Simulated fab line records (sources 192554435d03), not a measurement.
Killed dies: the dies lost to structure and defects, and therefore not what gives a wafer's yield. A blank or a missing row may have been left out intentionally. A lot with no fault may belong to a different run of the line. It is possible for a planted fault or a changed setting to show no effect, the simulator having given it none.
Which tool is to blame? :: flow n5-finfet :: 9 lots, 27 wafers sampled, at 3 steps of a route of 1938

== WHAT THE GAUGES READ, wafer by wafer ==
N5_STI_FIN_REVEAL_THK_MEAS_05.
lot: L513
measured: day 4 15:13
on: film-metro-01
thk-nm (nm): 131.9 130.8 132.1

lot: L516
measured: day 5 08:32
on: film-metro-02
thk-nm (nm): 130.6 132.1 132.9

lot: L519
measured: day 6 07:08
on: film-metro-02
thk-nm (nm): 136.0 135.3 133.1

lot: L521
measured: day 6 15:14
on: film-metro-01
thk-nm (nm): 133.0 133.7 134.2

lot: L522
measured: day 6 22:32
on: film-metro-01
thk-nm (nm): 132.7 130.6 132.8

lot: L523
measured: day 7 06:31
on: film-metro-02
thk-nm (nm): 133.1 131.2 131.2

lot: L524
measured: day 7 11:25
on: film-metro-01
thk-nm (nm): 134.5 131.8 133.5

lot: L525
measured: day 7 14:55
on: film-metro-02
thk-nm (nm): 133.2 132.8 134.3

lot: L527
measured: day 8 11:55
on: film-metro-02
thk-nm (nm): 131.8 131.8 133.9

== WHAT TOOL EACH LOT RAN ON (gives the tool, then ch and the chambers of the sampled wafers, and finally the start) ==
lot: L513
N5_FIN_CUT_ETCH_30: rie-diel-01 ch 0,1,2, day 4 08:50
N5_FIN_CUT_STRIP_22: rie-diel-01 ch 0,2,3, day 4 09:32

lot: L516
N5_FIN_CUT_ETCH_30: rie-diel-01 ch 1,2,3, day 5 02:14
N5_FIN_CUT_STRIP_22: rie-diel-01 ch 2,3, day 5 02:58

lot: L519
N5_FIN_CUT_ETCH_30: rie-diel-01 ch 0,1, day 6 00:46
N5_FIN_CUT_STRIP_22: rie-diel-04 ch 1,3, day 6 01:29

lot: L521
N5_FIN_CUT_ETCH_30: rie-diel-04 ch 0,2,3, day 6 08:56
N5_FIN_CUT_STRIP_22: rie-diel-05 ch 1,2,3, day 6 09:39

lot: L522
N5_FIN_CUT_ETCH_30: rie-diel-04 ch 0,2,3, day 6 15:31
N5_FIN_CUT_STRIP_22: rie-diel-01 ch 0,1,2, day 6 16:14

lot: L523
N5_FIN_CUT_ETCH_30: rie-diel-05 ch 0,2,3, day 7 00:05
N5_FIN_CUT_STRIP_22: rie-diel-01 ch 0,2,3, day 7 00:50

lot: L524
N5_FIN_CUT_ETCH_30: rie-diel-01 ch 0,1, day 7 05:03
N5_FIN_CUT_STRIP_22: rie-diel-04 ch 0,2,3, day 7 05:49

lot: L525
N5_FIN_CUT_ETCH_30: rie-diel-04 ch 0,2,3, day 7 08:34
N5_FIN_CUT_STRIP_22: rie-diel-04 ch 0,2,3, day 7 09:20

lot: L527
N5_FIN_CUT_ETCH_30: rie-diel-05 ch 0,3, day 8 05:35
N5_FIN_CUT_STRIP_22: rie-diel-01 ch 0,1,2, day 8 06:19
- N5_FIN_CUT_ETCH_30: etches underlayer in N2/H2, target depth 13 nm, time 10.4 s.
- N5_FIN_CUT_STRIP_22: strips in N2/H2.

== THE ANSWER, worked out from the rows above alone ==
Rule: what is usual is taken from the lots themselves. Put in order of their means at a reading, lots are off if they are a third of the lots or fewer, leave a main group of 4 or more, and stand apart from it by a gap of 3 or more times the standard deviation of the main group's means; of several such gaps the widest counts. Not used: any main group whose means are identical at the precision the tables above print for the reading. Also off: a lot with no number at a reading for which 4 or more lots have one. Where the step has rows for the other lots, those lots are counted as sound.
None of the lots is off at any reading shown; this tells nothing.

== WHAT HAD BEEN PUT IN BY THE SIMULATOR ==
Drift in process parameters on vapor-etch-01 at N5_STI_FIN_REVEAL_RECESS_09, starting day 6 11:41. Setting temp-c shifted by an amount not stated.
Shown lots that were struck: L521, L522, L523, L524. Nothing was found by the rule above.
